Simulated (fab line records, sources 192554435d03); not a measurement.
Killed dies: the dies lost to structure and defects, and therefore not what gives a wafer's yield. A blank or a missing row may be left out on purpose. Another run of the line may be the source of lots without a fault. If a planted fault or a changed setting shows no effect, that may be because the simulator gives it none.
Chamber matching / flow n5_finfet / ald_metal-02 running N5_BEOL_M10_ALD_74: 4 sister chambers
The step deposits TaN, target thk 2 nm, pulse time 2 s, purge time 3 s. 4 wafers are shown with their chamber, then 12 later ones without.

## WAFERS WITH THEIR CHAMBER
wafer=L081.6; chamber=3; heater_power_w (W)=405
wafer=L082.6; chamber=1; heater_power_w (W)=422
wafer=L083.3; chamber=2; heater_power_w (W)=447
wafer=L083.5; chamber=0; heater_power_w (W)=446

## WAFERS WITH NO CHAMBER GIVEN
wafer=L088.4; heater_power_w (W)=457
wafer=L088.5; heater_power_w (W)=428
wafer=L088.6; heater_power_w (W)=414
wafer=L085.1; heater_power_w (W)=423
wafer=L085.4; heater_power_w (W)=453
wafer=L085.5; heater_power_w (W)=423
wafer=L092.1; heater_power_w (W)=418
wafer=L092.2; heater_power_w (W)=459
wafer=L092.3; heater_power_w (W)=421
wafer=L095.2; heater_power_w (W)=436
wafer=L095.5; heater_power_w (W)=421
wafer=L095.6; heater_power_w (W)=413

## EACH ONE'S CHAMBER
wafer=L088.4; from the rows above=can't be placed: 2 or 0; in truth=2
wafer=L088.5; from the rows above=can't be placed: 1 or 0 or 2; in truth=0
wafer=L088.6; from the rows above=can't be placed: 1 or 3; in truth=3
wafer=L085.1; from the rows above=1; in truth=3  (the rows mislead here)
wafer=L085.4; from the rows above=can't be placed: 2 or 0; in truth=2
wafer=L085.5; from the rows above=1; in truth=1
wafer=L092.1; from the rows above=can't be placed: 1 or 3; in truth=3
wafer=L092.2; from the rows above=can't be placed: 2 or 0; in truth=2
wafer=L092.3; from the rows above=1; in truth=1
wafer=L095.2; from the rows above=can't be placed: 0 or 2 or 1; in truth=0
wafer=L095.5; from the rows above=1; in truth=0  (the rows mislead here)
wafer=L095.6; from the rows above=can't be placed: 3 or 1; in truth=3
Correct placement for 2 of the 12. These rows do not allow placing 8 (true chamber among the candidates in 8). Number placed wrongly: 2.
How it was worked out, from the rows above alone: a wafer's distance from a chamber is the root of the sum, over the readings, of the square of ((its reading less the chamber's mean) divided by the reading's scatter). The wafer belongs to the nearest chamber; if the next one is less than 2 further off, it can't be placed. The mean given for a chamber averages the wafers shown for that chamber. The scatter: with one shown wafer a chamber, the root of the mean of the squares of how far each hidden wafer lies from its nearest shown one.
